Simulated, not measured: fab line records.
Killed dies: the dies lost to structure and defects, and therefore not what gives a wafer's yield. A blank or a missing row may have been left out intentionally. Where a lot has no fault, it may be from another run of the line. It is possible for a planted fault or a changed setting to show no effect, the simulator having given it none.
Chamber matching || flow n5-finfet || rie-diel-02 running N5_BEOL_M0_SAQP_ETCH_101: 4 sister chambers
The step etches SiNx in CH3F/O2, target depth 29.9 nm, time 42.7 s. 8 wafers are shown with their chamber, then 12 later ones without.

== WAFERS, EACH WITH ITS CHAMBER ==
{"wafer": "L088.3", "chamber": 3, "drypump-motor-current-A (A)": 5.1, "oes_f_703_au (a.u.)": 0.77}
{"wafer": "L088.5", "chamber": 0, "drypump-motor-current-A (A)": 6.0, "oes_f_703_au (a.u.)": 0.75}
{"wafer": "L091.2", "chamber": 0, "drypump-motor-current-A (A)": 6.0, "oes_f_703_au (a.u.)": 0.75}
{"wafer": "L091.4", "chamber": 2, "drypump-motor-current-A (A)": 5.7, "oes_f_703_au (a.u.)": 0.64}
{"wafer": "L091.6", "chamber": 1, "drypump-motor-current-A (A)": 5.9, "oes_f_703_au (a.u.)": 0.85}
{"wafer": "L092.2", "chamber": 1, "drypump-motor-current-A (A)": 5.9, "oes_f_703_au (a.u.)": 0.85}
{"wafer": "L092.5", "chamber": 2, "drypump-motor-current-A (A)": 5.8, "oes_f_703_au (a.u.)": 0.64}
{"wafer": "L092.6", "chamber": 3, "drypump-motor-current-A (A)": 5.1, "oes_f_703_au (a.u.)": 0.76}

== WAFERS WITH NO CHAMBER GIVEN ==
{"wafer": "L093.3", "drypump-motor-current-A (A)": 5.0, "oes_f_703_au (a.u.)": 0.77}
{"wafer": "L093.4", "drypump-motor-current-A (A)": 5.8, "oes_f_703_au (a.u.)": 0.65}
{"wafer": "L093.5", "drypump-motor-current-A (A)": 5.9, "oes_f_703_au (a.u.)": 0.85}
{"wafer": "L094.4", "drypump-motor-current-A (A)": 5.0, "oes_f_703_au (a.u.)": 0.75}
{"wafer": "L094.5", "drypump-motor-current-A (A)": 5.7, "oes_f_703_au (a.u.)": 0.65}
{"wafer": "L094.6", "drypump-motor-current-A (A)": 5.1, "oes_f_703_au (a.u.)": 0.76}
{"wafer": "L097.1", "drypump-motor-current-A (A)": 6.0, "oes_f_703_au (a.u.)": 0.74}
{"wafer": "L097.4", "drypump-motor-current-A (A)": 6.0, "oes_f_703_au (a.u.)": 0.75}
{"wafer": "L097.5", "drypump-motor-current-A (A)": 5.8, "oes_f_703_au (a.u.)": 0.64}
{"wafer": "L096.1", "drypump-motor-current-A (A)": 5.9, "oes_f_703_au (a.u.)": 0.84}
{"wafer": "L096.2", "drypump-motor-current-A (A)": 6.0, "oes_f_703_au (a.u.)": 0.74}
{"wafer": "L096.3", "drypump-motor-current-A (A)": 6.0, "oes_f_703_au (a.u.)": 0.74}

== EACH ONE'S CHAMBER ==
{"wafer": "L093.3", "from the rows above": 3, "in truth": 3}
{"wafer": "L093.4", "from the rows above": 2, "in truth": 2}
{"wafer": "L093.5", "from the rows above": 1, "in truth": 1}
{"wafer": "L094.4", "from the rows above": 3, "in truth": 3}
{"wafer": "L094.5", "from the rows above": 2, "in truth": 2}
{"wafer": "L094.6", "from the rows above": 3, "in truth": 3}
{"wafer": "L097.1", "from the rows above": 0, "in truth": 0}
{"wafer": "L097.4", "from the rows above": 0, "in truth": 0}
{"wafer": "L097.5", "from the rows above": 2, "in truth": 2}
{"wafer": "L096.1", "from the rows above": 1, "in truth": 1}
{"wafer": "L096.2", "from the rows above": 0, "in truth": 0}
{"wafer": "L096.3", "from the rows above": 0, "in truth": 0}
Placed correctly: 12 of 12. Not placeable from these rows: 0. Wrongly placed: 0.
How it was worked out, from the rows above alone: a wafer's distance from a chamber is the root of the sum, over the readings, of the square of ((its reading less the chamber's mean) divided by the reading's scatter). If the next closest chamber is less than 2 further off than the closest, the wafer can't be placed; otherwise it belongs to the closest. A chamber's mean is the mean of its shown wafers. The scatter is the square root of a quotient: the sum, over the shown wafers, of each reading's squared deviation from its chamber's mean, divided by wafers minus chambers.
